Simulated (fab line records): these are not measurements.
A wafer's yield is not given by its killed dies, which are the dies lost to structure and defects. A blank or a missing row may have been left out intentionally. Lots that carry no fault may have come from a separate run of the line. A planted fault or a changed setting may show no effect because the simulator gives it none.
Matching of chambers -- flow n5 finfet -- 4 sister chambers for N5_DUMMY_GATE_DESCUM_20 on rie diel-01
The step chemistry O2, time 6.2 s. 4 wafers are shown with their chamber, then 8 later ones without.

WAFERS WITH THEIR CHAMBER
wafer,chamber,drypump motor current A (A)
L832.5,0,5.7
L833.1,3,4.7
L834.5,2,5.0
L838.2,1,5.8

WAFERS WITH NO CHAMBER GIVEN
wafer,drypump motor current A (A)
L838.4,5.0
L838.5,5.8
L840.1,4.9
L840.2,5.7
L840.3,5.8
L843.3,5.8
L843.4,5.7
L843.6,4.6

CHAMBER TAKEN BY EACH
wafer,from the rows above,in truth
L838.4,2,2
L838.5,can't be placed: 1 or 0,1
L840.1,2,2
L840.2,can't be placed: 0 or 1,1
L840.3,can't be placed: 1 or 0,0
L843.3,can't be placed: 1 or 0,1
L843.4,can't be placed: 0 or 1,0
L843.6,3,3
Correct placement for 3 of the 8. These rows do not allow placing 5 (true chamber among the candidates in 5). 0 placed wrongly.
How it was worked out, from the rows above alone: a wafer's distance from a chamber is the root of the sum, over the readings, of the square of ((its reading less the chamber's mean) divided by the reading's scatter). If the next closest chamber is less than 2 further off than the closest, the wafer can't be placed; otherwise it belongs to the closest. Each chamber's mean is taken over the wafers shown for it. The scatter: with one shown wafer a chamber, the root of the mean of the squares of how far each hidden wafer lies from its nearest shown one.
